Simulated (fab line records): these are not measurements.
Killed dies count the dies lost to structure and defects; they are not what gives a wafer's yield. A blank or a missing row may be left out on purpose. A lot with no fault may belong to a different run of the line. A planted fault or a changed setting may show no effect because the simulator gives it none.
Which tool is to blame? | flow n5-finfet | 10 lots, 30 wafers sampled, at 6 steps of a route of 1938

## WHAT EACH GAUGE READ, for each wafer
The record holds no reading of a measuring or inspecting step that can be judged against a usual standard deviation.

## TOOL THAT RAN EACH LOT (tool first, then ch and the chambers of the sampled wafers, then the start)
lot  | N5_BEOL_M4_SPUTTER_96        | N5_BEOL_M4_PRE_CLEAN_60          | N5_BEOL_M5_HM_DEP_02         | N5_BEOL_M5_COAT_60                | N5_BEOL_M5_ETCH_61                 | N5_PASSIVATION_PROBE_49
L902 | pvd-sputter-01, day 7 23:26  | cvd-co-02 ch 0,1,2, day 8 00:16  | pvd-sputter-03, day 8 03:28  | litho-track-05 ch 0, day 8 03:35  | rie-diel-02 ch 0,1,2, day 8 04:09  | -
L908 | pvd-sputter-03, day 10 04:44 | cvd-co-02 ch 1,2, day 10 06:37   | pvd-sputter-01, day 10 09:24 | litho-track-05 ch 0, day 10 09:31 | rie-diel-04 ch 0,1,3, day 10 10:22 | -
L909 | pvd-sputter-02, day 10 08:03 | cvd-co-02 ch 1,2, day 10 08:52   | pvd-sputter-03, day 10 13:05 | litho-track-05 ch 0, day 10 13:13 | rie-diel-01 ch 1,2,3, day 10 13:39 | prober-01, day 14 20:10
L911 | pvd-sputter-02, day 10 09:59 | cvd-co-02 ch 1,2, day 10 10:49   | pvd-sputter-02, day 10 13:41 | litho-track-05 ch 0, day 10 13:50 | rie-diel-01 ch 0,1,2, day 10 14:28 | -
L913 | pvd-sputter-01, day 11 02:11 | cvd-co-01 ch 0,1, day 11 03:01   | pvd-sputter-01, day 11 06:57 | litho-track-05 ch 0, day 11 07:05 | rie-diel-01 ch 1,2,3, day 11 07:38 | prober-01, day 15 18:26
L921 | pvd-sputter-01, day 13 13:17 | cvd-co-01 ch 1,2, day 13 14:20   | pvd-sputter-03, day 13 20:27 | litho-track-01 ch 0, day 13 20:35 | rie-diel-04 ch 0,1, day 13 21:23   | prober-02, day 18 03:42
L920 | pvd-sputter-01, day 13 15:37 | cvd-co-02 ch 0,1,2, day 13 16:34 | pvd-sputter-03, day 13 21:03 | litho-track-03 ch 0, day 13 21:11 | rie-diel-02 ch 1,2,3, day 13 21:55 | -
L922 | pvd-sputter-03, day 13 20:05 | cvd-co-02 ch 1,2, day 13 20:55   | pvd-sputter-01, day 14 00:28 | litho-track-05 ch 0, day 14 00:35 | rie-diel-01 ch 0,1, day 14 01:14   | -
L923 | pvd-sputter-02, day 14 00:04 | cvd-co-02 ch 1,2, day 14 00:53   | pvd-sputter-03, day 14 03:32 | litho-track-01 ch 0, day 14 03:40 | rie-diel-02 ch 1,2,3, day 14 04:14 | prober-01, day 18 08:50
L924 | pvd-sputter-03, day 14 03:22 | cvd-co-01 ch 0,1, day 14 04:11   | pvd-sputter-02, day 14 06:34 | litho-track-05 ch 0, day 14 06:41 | rie-diel-04 ch 0,1,3, day 14 07:08 | -
- N5_BEOL_M4_SPUTTER_96: material Cu, target thk 4.5 nm, time 8.29 s.
- N5_BEOL_M4_PRE_CLEAN_60: time 15 s.
- N5_BEOL_M5_HM_DEP_02: deposits TiN, target thk 20 nm.
- N5_BEOL_M5_COAT_60: time 60 s, resist thk 12 nm.
- N5_BEOL_M5_ETCH_61: etches SiARC in CF4, target depth 15.6 nm, time 26 s.
- N5_PASSIVATION_PROBE_49

## AS READ BY THE TOOLS THEMSELVES (means over the sampled wafers that have a number; for cases with no such wafer, the mark the record gives instead)
N5_BEOL_M4_SPUTTER_96.
lot  | tool           | chuck-gas-flow-sccm (sccm) | throttle-valve-pct (%)
L902 | pvd-sputter-01 | 1.26                       | 29.9
L908 | pvd-sputter-03 | 1.22                       | 30.1
L909 | pvd-sputter-02 | 1.26                       | 29.9
L911 | pvd-sputter-02 | 1.28                       | 30.9
L913 | pvd-sputter-01 | 1.22                       | 29.6
L921 | pvd-sputter-01 | 1.23                       | 28.1
L920 | pvd-sputter-01 | 1.20                       | 28.3
L922 | pvd-sputter-03 | 1.28                       | 29.5
L923 | pvd-sputter-02 | 1.29                       | 30.3
L924 | pvd-sputter-03 | 1.24                       | 30.0

N5_BEOL_M4_PRE_CLEAN_60.
lot  | tool      | heater-power-w (W)
L902 | cvd-co-02 | 98
L908 | cvd-co-02 | 121
L909 | cvd-co-02 | 119
L911 | cvd-co-02 | 106
L913 | cvd-co-01 | 102
L921 | cvd-co-01 | 110
L920 | cvd-co-02 | 98
L922 | cvd-co-02 | 121
L923 | cvd-co-02 | 122
L924 | cvd-co-01 | 104

N5_BEOL_M5_HM_DEP_02.
lot  | tool           | throttle-valve-pct (%)
L902 | pvd-sputter-03 | 30.2
L908 | pvd-sputter-01 | 29.7
L909 | pvd-sputter-03 | 31.0
L911 | pvd-sputter-02 | 30.8
L913 | pvd-sputter-01 | 28.4
L921 | pvd-sputter-03 | 30.2
L920 | pvd-sputter-03 | 29.1
L922 | pvd-sputter-01 | 29.0
L923 | pvd-sputter-03 | 30.0
L924 | pvd-sputter-02 | 30.3

N5_BEOL_M5_COAT_60.
lot  | tool           | spin-speed-rpm (rpm)
L902 | litho-track-05 | 1500.0
L908 | litho-track-05 | 1499.1
L909 | litho-track-05 | 1498.3
L911 | litho-track-05 | 1643.9
L913 | litho-track-05 | 1643.8
L921 | litho-track-01 | 1500.7
L920 | litho-track-03 | 1498.9
L922 | litho-track-05 | 1499.9
L923 | litho-track-01 | 1500.3
L924 | litho-track-05 | 1500.3

N5_BEOL_M5_ETCH_61.
lot  | tool        | drypump-motor-current-A (A) | etch-rf-on-time-s (s) | oes-product-au (a.u.) | rf-vpp-V (V) | showerhead-plenum-p-Torr (Torr) | throttle-valve-pct (%)
L902 | rie-diel-02 | 5.8                         | 25.9                  | 0.69                  | 184.5        | 2.18                            | 15.54
L908 | rie-diel-04 | 5.1                         | 25.7                  | 0.71                  | 183.3        | 2.19                            | 15.52
L909 | rie-diel-01 | 5.5                         | 25.7                  | 0.71                  | 183.4        | 2.11                            | 15.48
L911 | rie-diel-01 | 5.7                         | 24.6                  | 0.68                  | 184.1        | 2.13                            | 15.51
L913 | rie-diel-01 | 5.5                         | 24.5                  | 0.70                  | 183.8        | 2.10                            | 15.51
L921 | rie-diel-04 | 5.0                         | 26.0                  | 0.64                  | 184.9        | 2.16                            | 15.75
L920 | rie-diel-02 | 5.9                         | 26.0                  | 0.65                  | 184.5        | 2.17                            | 15.61
L922 | rie-diel-01 | 5.8                         | 26.0                  | 0.62                  | 183.9        | 2.13                            | 15.84
L923 | rie-diel-02 | 5.9                         | 26.2                  | 0.64                  | 184.8        | 2.16                            | 15.61
L924 | rie-diel-04 | 5.1                         | 25.9                  | 0.68                  | 184.6        | 2.18                            | 15.57

N5_PASSIVATION_PROBE_49.
lot  | tool      | defect-limited-yield (%) | killed_at_M0_to_M3 | killed_at_M4_up | killed-at-contacts | killed-at-front-end | killed-at-other | killed-dies | killed-on-rim | killed-open | killed-short | sort_bin_5_function (%) | sort_bin_6_memory (%) | sort_bin_8_speed (%) | sort-n-pass | sort-yield-pct (%)
L909 | prober-01 | 92.7                     | 39                 | 12              | 8                  | 21                  | 6.0             | 86          | 10            | 59          | 26           | 4.1                     | 2.9                   | 0.00                 | 1094        | 92.7
L913 | prober-01 | 91.8                     | 32                 | 16              | 14                 | 32                  | 2.7             | 97          | 10            | 64          | 31           | 4.8                     | 3.2                   | 0.00                 | 1083        | 91.8
L921 | prober-02 | 89.7                     | 32                 | 18              | 18                 | 52                  | 2.0             | 122         | 14            | 80          | 35           | 5.8                     | 4.0                   | 0.00                 | 1058        | 89.7
L923 | prober-01 | 92.6                     | 37                 | 10              | 8                  | 24                  | 7.7             | 87          | 10            | 58          | 28           | 4.3                     | 2.8                   | 0.00                 | 1093        | 92.6

## THE ANSWER, worked out from the rows above alone
Rule: usual is defined by the lots themselves. The widest of any qualifying gaps counts: lots, ordered by their means at a reading, are off when they make up no more than a third of the lots, leave a main group of 4 or more, and stand apart from it by 3 or more times the standard deviation of that group's means. The tables above print the reading to a certain number of digits; a main group whose means all agree to those digits is not used. Also off: a lot with no number at a reading for which 4 or more lots have one. The other lots that the step has rows for count as sound. The gauges are gone through in route order, then the tools' own readings, and for those a lot's mean is taken as printed above. At the first step where some lot is off, the reading lying furthest off is the one used; lots without a number count as furthest.
Off: L911, L913, at N5_BEOL_M5_COAT_60 (spin-speed-rpm). Mean 1499.7 rpm and standard deviation 0.78 in the main group.
A tool fits if, at that step or a process step before it, it ran every lot that is off, and no sound lot after the first of them. None of those tried fits.

## WHAT THE SIMULATOR PUT IN
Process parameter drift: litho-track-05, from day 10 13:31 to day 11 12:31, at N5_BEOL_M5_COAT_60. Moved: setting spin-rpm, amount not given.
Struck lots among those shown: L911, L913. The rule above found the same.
